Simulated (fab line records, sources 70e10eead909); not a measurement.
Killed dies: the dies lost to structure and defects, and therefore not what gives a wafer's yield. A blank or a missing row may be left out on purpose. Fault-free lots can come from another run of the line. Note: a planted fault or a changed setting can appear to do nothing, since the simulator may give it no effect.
Matching of chambers / flow nand-harc / rie-diel-07 running NHARC_A_STAIRCASE_TRIM_229: 4 sister chambers
The step chemistry O2, time 211.2 s. 22 wafers are shown with their chamber, then 11 later ones without.

== WAFERS, EACH WITH ITS CHAMBER ==
wafer=L074.4; chamber=2; showerhead-plenum-p-Torr (Torr)=3.37; drypump-motor-current-A (A)=6.0; oes-product-au (a.u.)=0.989
wafer=L074.5; chamber=1; showerhead-plenum-p-Torr (Torr)=3.33; drypump-motor-current-A (A)=5.6; oes-product-au (a.u.)=0.990
wafer=L074.6; chamber=0; showerhead-plenum-p-Torr (Torr)=3.81; drypump-motor-current-A (A)=6.3; oes-product-au (a.u.)=1.004
wafer=L076.1; chamber=2; showerhead-plenum-p-Torr (Torr)=3.36; drypump-motor-current-A (A)=6.0; oes-product-au (a.u.)=0.993
wafer=L076.2; chamber=0; showerhead-plenum-p-Torr (Torr)=3.80; drypump-motor-current-A (A)=6.3; oes-product-au (a.u.)=0.989
wafer=L076.6; chamber=1; showerhead-plenum-p-Torr (Torr)=3.33; drypump-motor-current-A (A)=5.6; oes-product-au (a.u.)=0.998
wafer=L076.3; chamber=1; showerhead-plenum-p-Torr (Torr)=3.33; drypump-motor-current-A (A)=5.6; oes-product-au (a.u.)=0.976
wafer=L076.4; chamber=3; showerhead-plenum-p-Torr (Torr)=3.61; drypump-motor-current-A (A)=5.7; oes-product-au (a.u.)=1.008
wafer=L076.5; chamber=0; showerhead-plenum-p-Torr (Torr)=3.81; drypump-motor-current-A (A)=6.3; oes-product-au (a.u.)=0.999
wafer=L077.1; chamber=0; showerhead-plenum-p-Torr (Torr)=3.80; drypump-motor-current-A (A)=6.2; oes-product-au (a.u.)=1.003
wafer=L077.2; chamber=3; showerhead-plenum-p-Torr (Torr)=3.61; drypump-motor-current-A (A)=5.7; oes-product-au (a.u.)=0.996
wafer=L077.5; chamber=2; showerhead-plenum-p-Torr (Torr)=3.36; drypump-motor-current-A (A)=6.0; oes-product-au (a.u.)=0.986
wafer=L078.2; chamber=2; showerhead-plenum-p-Torr (Torr)=3.36; drypump-motor-current-A (A)=6.1; oes-product-au (a.u.)=0.993
wafer=L078.3; chamber=1; showerhead-plenum-p-Torr (Torr)=3.33; drypump-motor-current-A (A)=5.6; oes-product-au (a.u.)=0.999
wafer=L078.4; chamber=0; showerhead-plenum-p-Torr (Torr)=3.80; drypump-motor-current-A (A)=6.3; oes-product-au (a.u.)=1.006
wafer=L078.1; chamber=3; showerhead-plenum-p-Torr (Torr)=3.61; drypump-motor-current-A (A)=5.7; oes-product-au (a.u.)=0.996
wafer=L078.5; chamber=1; showerhead-plenum-p-Torr (Torr)=3.33; drypump-motor-current-A (A)=5.6; oes-product-au (a.u.)=0.980
wafer=L078.6; chamber=2; showerhead-plenum-p-Torr (Torr)=3.36; drypump-motor-current-A (A)=6.0; oes-product-au (a.u.)=0.995
wafer=L084.3; chamber=1; showerhead-plenum-p-Torr (Torr)=3.32; drypump-motor-current-A (A)=5.6; oes-product-au (a.u.)=1.001
wafer=L084.5; chamber=1; showerhead-plenum-p-Torr (Torr)=3.32; drypump-motor-current-A (A)=5.6; oes-product-au (a.u.)=0.996
wafer=L084.6; chamber=0; showerhead-plenum-p-Torr (Torr)=3.80; drypump-motor-current-A (A)=6.3; oes-product-au (a.u.)=1.002
wafer=L087.1; chamber=1; showerhead-plenum-p-Torr (Torr)=3.32; drypump-motor-current-A (A)=5.6; oes-product-au (a.u.)=1.002

SIGNATURES, as means of the wafers listed above
reading=showerhead-plenum-p-Torr; chamber 0=3.8033; chamber 1=3.3262; chamber 2=3.3620; chamber 3=3.6100; scatter within a chamber=0.00472
reading=drypump-motor-current-A; chamber 0=6.283; chamber 1=5.600; chamber 2=6.020; chamber 3=5.700; scatter within a chamber=0.0301
reading=oes-product-au; chamber 0=1.00050; chamber 1=0.99275; chamber 2=0.99120; chamber 3=1.00000; scatter within a chamber=0.00751
Rule: a wafer lies at a distance from a chamber equal to the root of the sum of squares, over the readings, of (its reading less the chamber's mean, divided by the reading's scatter). If the next closest chamber is less than 2 further off than the closest, the wafer can't be placed; otherwise it belongs to the closest. The scatter: take each reading less its chamber's mean, square it, sum over the shown wafers, divide by the number of wafers less the number of chambers, and take the root.

== WAFERS MISSING THEIR CHAMBER ==
wafer=L087.4; showerhead-plenum-p-Torr (Torr)=3.79; drypump-motor-current-A (A)=6.3; oes-product-au (a.u.)=0.996
wafer=L087.5; showerhead-plenum-p-Torr (Torr)=3.35; drypump-motor-current-A (A)=6.1; oes-product-au (a.u.)=0.995
wafer=L091.4; showerhead-plenum-p-Torr (Torr)=3.31; drypump-motor-current-A (A)=5.6; oes-product-au (a.u.)=0.986
wafer=L091.5; showerhead-plenum-p-Torr (Torr)=3.35; drypump-motor-current-A (A)=6.1; oes-product-au (a.u.)=1.003
wafer=L091.6; showerhead-plenum-p-Torr (Torr)=3.79; drypump-motor-current-A (A)=6.3; oes-product-au (a.u.)=1.006
wafer=L096.2; showerhead-plenum-p-Torr (Torr)=3.59; drypump-motor-current-A (A)=5.7; oes-product-au (a.u.)=0.992
wafer=L096.5; showerhead-plenum-p-Torr (Torr)=3.78; drypump-motor-current-A (A)=6.2; oes-product-au (a.u.)=0.997
wafer=L096.6; showerhead-plenum-p-Torr (Torr)=3.31; drypump-motor-current-A (A)=5.6; oes-product-au (a.u.)=0.989
wafer=L097.1; showerhead-plenum-p-Torr (Torr)=3.78; drypump-motor-current-A (A)=6.3; oes-product-au (a.u.)=1.011
wafer=L097.3; showerhead-plenum-p-Torr (Torr)=3.59; drypump-motor-current-A (A)=5.7; oes-product-au (a.u.)=1.004
wafer=L097.5; showerhead-plenum-p-Torr (Torr)=3.59; drypump-motor-current-A (A)=5.7; oes-product-au (a.u.)=1.018

== CHAMBER TAKEN BY EACH ==
wafer=L087.4; from the rows above=0; in truth=0
wafer=L087.5; from the rows above=2; in truth=2
wafer=L091.4; from the rows above=1; in truth=1
wafer=L091.5; from the rows above=2; in truth=2
wafer=L091.6; from the rows above=0; in truth=0
wafer=L096.2; from the rows above=3; in truth=3
wafer=L096.5; from the rows above=0; in truth=0
wafer=L096.6; from the rows above=1; in truth=1
wafer=L097.1; from the rows above=0; in truth=0
wafer=L097.3; from the rows above=3; in truth=3
wafer=L097.5; from the rows above=3; in truth=3
11 of 11 placed correctly. Left unplaced by these rows: 0. Placed wrongly: 0.
